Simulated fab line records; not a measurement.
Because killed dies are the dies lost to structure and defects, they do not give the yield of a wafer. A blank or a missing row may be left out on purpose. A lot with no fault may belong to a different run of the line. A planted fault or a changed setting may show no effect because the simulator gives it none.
Which of the tools did it? -- flow nand-harc -- 72 wafers from 24 lots sampled at 2 of the route's 1302 steps

WHAT THE GAUGES SHOWED, per wafer
NHARC_P_STI_CD_MEAS_09 targets a cd of 200 nm. Usual: cd-nm at 200.7 nm, with a standard deviation of 1.6.
lot,measured,on,cd-nm (nm),flag
L074,day 2 21:02,cd-sem-03,199.0 198.8 200.1,
L075,day 3 04:39,cd-sem-03,200.0 198.9 200.0,
L076,day 3 17:11,cd-sem-02,201.2 202.7 201.0,
L077,day 4 01:11,cd-sem-01,203.9 201.1 201.9,
L078,day 4 10:01,cd-sem-03,203.0 201.3 202.4,
L079,day 4 22:14,cd-sem-01,200.4 201.9 200.0,
L080,day 5 07:40,cd-sem-01,198.8 201.8 201.2,
L081,day 5 16:35,cd-sem-02,202.3 203.0 201.7,
L082,day 6 04:44,cd-sem-03,199.9 199.6 200.3,
L083,day 6 15:41,cd-sem-03,197.7 198.5 199.2,
L084,day 7 02:40,cd-sem-03,198.9 198.9 201.5,
L085,day 7 10:40,cd-sem-01,201.1 203.0 199.1,
L086,day 7 23:01,cd-sem-02,201.2 197.9 197.6,
L087,day 8 06:35,cd-sem-03,202.0 203.4 201.7,
L088,day 8 16:01,cd-sem-03,202.0 199.9 200.6,
L089,day 9 00:02,cd-sem-03,201.5 200.8 200.6,
L090,day 9 13:01,cd-sem-01,200.1 200.2 201.1,
L091,day 9 20:08,cd-sem-01,201.8 199.7 202.5,
L092,day 10 06:23,cd-sem-03,202.0 199.4 199.7,
L093,day 10 19:56,cd-sem-02,200.4 199.9 200.7,
L094,day 11 05:03,cd-sem-03,200.2 200.2 200.6,
L095,day 11 15:17,cd-sem-02,199.7 201.6 200.9,
L096,day 12 02:07,cd-sem-03,200.3 204.2 203.5,
L097,day 12 11:07,cd-sem-03,199.4 200.2 202.5,

TOOL THAT RAN EACH LOT (tool first, then ch and the chambers of the sampled wafers, then the start)
lot,NHARC_P_ZERO_WELL_DESCUM_13
L074,"rie-diel-06 ch 2,3, day 1 21:23"
L075,"rie-diel-06 ch 1,2,3, day 2 07:19"
L076,"rie-diel-06 ch 0,1, day 2 17:19"
L077,"rie-diel-09 ch 1,2,3, day 3 03:21"
L078,"rie-diel-06 ch 0,2,3, day 3 13:17"
L079,"rie-diel-01 ch 0,1,3, day 3 23:23"
L080,"rie-diel-01 ch 0,1,2, day 4 09:17"
L081,"rie-diel-09 ch 0,3, day 4 19:16"
L082,"rie-diel-01 ch 0,2,3, day 5 05:33"
L083,"rie-diel-01 ch 0,1, day 5 15:32"
L084,"rie-diel-01 ch 0,3, day 6 01:29"
L085,"rie-diel-01 ch 0,1, day 6 11:17"
L086,"rie-diel-01 ch 0,2,3, day 6 21:29"
L087,"rie-diel-01 ch 0,2,3, day 7 07:24"
L088,"rie-diel-01 ch 1,2,3, day 7 17:25"
L089,"rie-diel-01 ch 1,2,3, day 8 03:25"
L090,"rie-diel-06 ch 0,2,3, day 8 13:25"
L091,"rie-diel-01 ch 0,1,3, day 8 23:16"
L092,"rie-diel-09 ch 1,2,3, day 9 09:17"
L093,"rie-diel-06 ch 1,2,3, day 9 19:59"
L094,"rie-diel-01 ch 0,3, day 10 05:28"
L095,"rie-diel-01 ch 0,1,2, day 10 15:25"
L096,"rie-diel-06 ch 1,2, day 11 01:23"
L097,"rie-diel-01 ch 0,1,3, day 11 11:17"
- NHARC_P_ZERO_WELL_DESCUM_13: chemistry O2, time 3 s.

AS READ BY THE TOOLS THEMSELVES (means over the sampled wafers that have a number; for cases with no such wafer, the mark the record gives instead)
NHARC_P_ZERO_WELL_DESCUM_13. Usual: drypump-motor-current-A 5.5 A, standard deviation 0.4; o2-flow-sccm 200.0 sccm, standard deviation 0.61; oes-product-au 1.001 a.u., standard deviation 0.0081; rf-vpp-V 57.8 V, standard deviation 0.9; showerhead-plenum-p-Torr 1.90 Torr, standard deviation 0.064; throttle-valve-pct 11.311 %, standard deviation 0.0095.
lot,tool,drypump-motor-current-A (A),o2-flow-sccm (sccm),oes-product-au (a.u.),rf-vpp-V (V),showerhead-plenum-p-Torr (Torr),throttle-valve-pct (%),flag
L074,rie-diel-06,5.3,200.5,1.010,58.1,1.94,11.313,
L075,rie-diel-06,5.6,199.4,1.011,58.3,1.95,11.309,
L076,rie-diel-06,5.8,200.6,1.009,57.7,1.98,11.304,
L077,rie-diel-09,6.0,199.8,0.992,56.6,1.94,11.311,
L078,rie-diel-06,5.6,200.2,1.006,58.3,1.92,11.314,
L079,rie-diel-01,5.2,199.4,1.003,57.9,1.91,11.317,
L080,rie-diel-01,5.5,199.8,1.013,58.0,1.91,11.299,
L081,rie-diel-09,5.7,199.7,0.999,58.4,1.90,11.308,
L082,rie-diel-01,5.6,200.2,0.994,58.0,1.85,11.317,
L083,rie-diel-01,5.1,200.3,1.002,57.8,1.95,11.325,
L084,rie-diel-01,5.5,200.4,1.005,57.8,1.88,11.304,
L085,rie-diel-01,5.4,200.1,0.997,57.0,1.93,11.319,
L086,rie-diel-01,5.6,200.3,1.007,57.3,1.85,11.314,
L087,rie-diel-01,5.6,200.3,1.002,57.5,1.85,11.309,
L088,rie-diel-01,5.3,199.8,1.002,56.6,1.88,11.307,
L089,rie-diel-01,5.3,200.0,1.005,57.8,1.88,11.318,
L090,rie-diel-06,5.5,199.6,0.999,57.3,1.91,11.309,
L091,rie-diel-01,5.3,200.0,1.002,57.3,1.90,11.313,
L092,rie-diel-09,5.9,199.5,0.996,58.7,1.92,11.313,
L093,rie-diel-06,5.6,200.1,0.998,58.1,1.93,11.307,
L094,rie-diel-01,5.4,200.6,0.994,58.2,1.84,11.307,
L095,rie-diel-01,5.5,199.7,1.002,57.8,1.89,11.310,
L096,rie-diel-06,5.5,199.7,0.998,57.9,1.97,11.310,
L097,rie-diel-01,5.3,199.9,0.997,57.7,1.89,11.313,

THE ANSWER, worked out from the rows above alone
Rule: lot off if the mean of its wafers having a number is beyond 3 standard deviations from the usual mean. A lot without any number at a reading at which 4 lots or more have one is off too. Any other lot the step has rows for is counted as sound. First the gauges in route order, then the tools' own readings, where a lot's mean is used as printed above. The first step at which some lot is off is used, and at that step the reading that is off furthest; a lot without a number counts as furthest.
Across all readings shown, no lot is off: no conclusion can be drawn from this.

WHAT THE SIMULATOR HAD PUT IN
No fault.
